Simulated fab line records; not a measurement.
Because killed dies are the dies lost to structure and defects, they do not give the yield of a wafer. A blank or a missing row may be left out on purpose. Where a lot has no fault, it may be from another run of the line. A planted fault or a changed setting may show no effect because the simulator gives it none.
Struck lot and sound lot, side by side	flow n5-finfet	36 steps out of a route of 1938
Sound: these wafers, L525.2, L525.3, L525.5. Struck: wafer L527.3. (L527.4, L527.6 of the same lot were not struck and are left out.) The cause comes at the end.
Per side, at each step with rows, come the tool, then ch with its chambers, and then its first start. Under that, the readings that differ: sound wafers	struck wafers	difference of the means	sigmas: that difference in standard deviations of wafers without a fault.
alike: a reading whose means differ by less than 2 such deviations, as well as words and numbers matching on both sides. not compared: withheld readings; readings where some wafer has no value; bounds like >300 that might hide an equal value; numbers whose values overlap and for which the record gives no deviation.
A row with sigmas, a row that says differs or no value, or rows on one side alone: a step with any of these is where the two part. Numbers that don't overlap but have no deviation are shown without sigmas and don't part them. A reading that every wafer of one side lacks parts them only if that side has two wafers or more.

first, 9 steps without rows for these wafers: N5_BEOL_M6_ALD_77 (deposits TaN, target thk 2 nm, pulse time 2 s, purge time 3 s); N5_BEOL_M6_SURFACE_TREAT_79; N5_BEOL_M6_CVD_78 (deposits Co from CCTBA/H2, target thk 2 nm, time 142.3 s); N5_BEOL_M6_SPUTTER_48 (material Cu, target thk 10 nm, time 1.667 s); N5_BEOL_M6_ECD_50 (material Cu, target thk 300 nm); N5_BEOL_M6_ANNEAL_51 (time 90 s); N5_BEOL_M6_CMP_52 (polishes, stops on SiCOH lowk, t overpolish 6.9 s, target thk 80 nm); N5_BEOL_M6_PRE_CLEAN_55 (time 15 s); N5_BEOL_M6_DEP_56 (deposits SiCN from 3MS/NH3, target thk 10 nm, time 17.5 s).
N5_BEOL_M7_ILD_DEP_00: deposits SiCOH lowk from DEMS/porogen, target thk 179.75 nm, time 33.4 s.
  sound on pecvd-02 ch 0,1,2, day 10 02:40; struck on pecvd-02 ch 1, day 11 00:22
reading	sound	struck	difference	sigmas
model.SiCOH_lowk_of_BEOL_M7_ILD_DEP_00.thk-nm (nm)	178 179.4 181.6	184.6	+4.9	
  alike: heater-power-w, showerhead-plenum-p-Torr, showerhead-vpp-V, susceptor-temp-C, throttle-valve-pct
then, 1 step without rows for these wafers: N5_BEOL_M7_CURE_74 (cures SiCOH lowk, time 240 s).
N5_BEOL_M7_THK_MEAS_01:
  sound: film-metro-01 at day 10 03:15; struck: film-metro-02 at day 11 01:01
reading	sound	struck	difference	sigmas
M7_ILD_THK (nm)	153.4 154.8 156.6	159.2	+4.3	+2
then, 23 steps without rows for these wafers: N5_BEOL_M7_PECVD_70 (deposits SiO2 from TEOS/O2, target thk 20 nm, time 22.7 s); N5_BEOL_M7_HM_DEP_02 (deposits TiN, target thk 20 nm); N5_BEOL_M7_COAT_59 (time 60 s, resist thk 100 nm); N5_BEOL_M7_COAT_60 (time 60 s, resist thk 35 nm); N5_BEOL_M7_COAT_05 (resist thk 90 nm); N5_BEOL_M7_EBR_07; N5_BEOL_M7_SOFTBAKE_06 (time 60 s); N5_BEOL_M7_EXPOSE_08 (exposes mask M7); N5_BEOL_M7_PEB_09 (peb time 60 s); N5_BEOL_M7_DEVELOP_10 (develop time 30 s); N5_BEOL_M7_DESCUM_16 (chemistry O2, time 7.9 s); N5_BEOL_M7_ETCH_61 (etches SiARC in CF4, target depth 45.5 nm, time 75.8 s); N5_BEOL_M7_ETCH_62 (etches SOC in N2/H2, target depth 110 nm, overetch 22 nm, time 165 s); N5_BEOL_M7_STRIP_68 (strips in N2/H2); N5_BEOL_M7_STRIP_67 (strips in CF4); N5_BEOL_M7_HM_OPEN_17 (chemistry Cl2/BCl3, target TiN, target depth 20 nm, overetch 6 nm); N5_BEOL_M7_STRIP_19 (strips in O2); N5_BEOL_M7_COAT_63 (time 60 s, resist thk 60 nm); N5_BEOL_M7_COAT_64 (time 60 s, resist thk 12 nm); N5_BEOL_M7_COAT_71 (time 60 s, resist thk 5 nm); N5_BEOL_M7_COAT_22 (resist thk 30 nm); N5_BEOL_M7_EBR_24; N5_BEOL_M7_SOFTBAKE_23 (time 60 s).
N5_BEOL_M7_CMP_52: polishes, stops on SiCOH lowk, t overpolish 6.9 s, target thk 80 nm.
  sound on cmp-02 ch 1,2,3, day 10 10:29; struck on cmp-04 ch 2, day 11 08:00
reading	sound	struck	difference	sigmas
model.SiCOH_lowk_of_BEOL_M7_ILD_DEP_00.thk-nm (nm)	150.6 151.6 153.6	156.2	+4.3	
  alike: barrier-field-endpoint-s, motor-current-A, overpolish-run-s, time-to-endpoint-s

WHERE THEY PART
Only at N5_BEOL_M7_THK_MEAS_01, within this record. Later steps at which nothing parts them and some readings are alike: N5_BEOL_M7_CMP_52.

WHY: the cause the simulator had injected
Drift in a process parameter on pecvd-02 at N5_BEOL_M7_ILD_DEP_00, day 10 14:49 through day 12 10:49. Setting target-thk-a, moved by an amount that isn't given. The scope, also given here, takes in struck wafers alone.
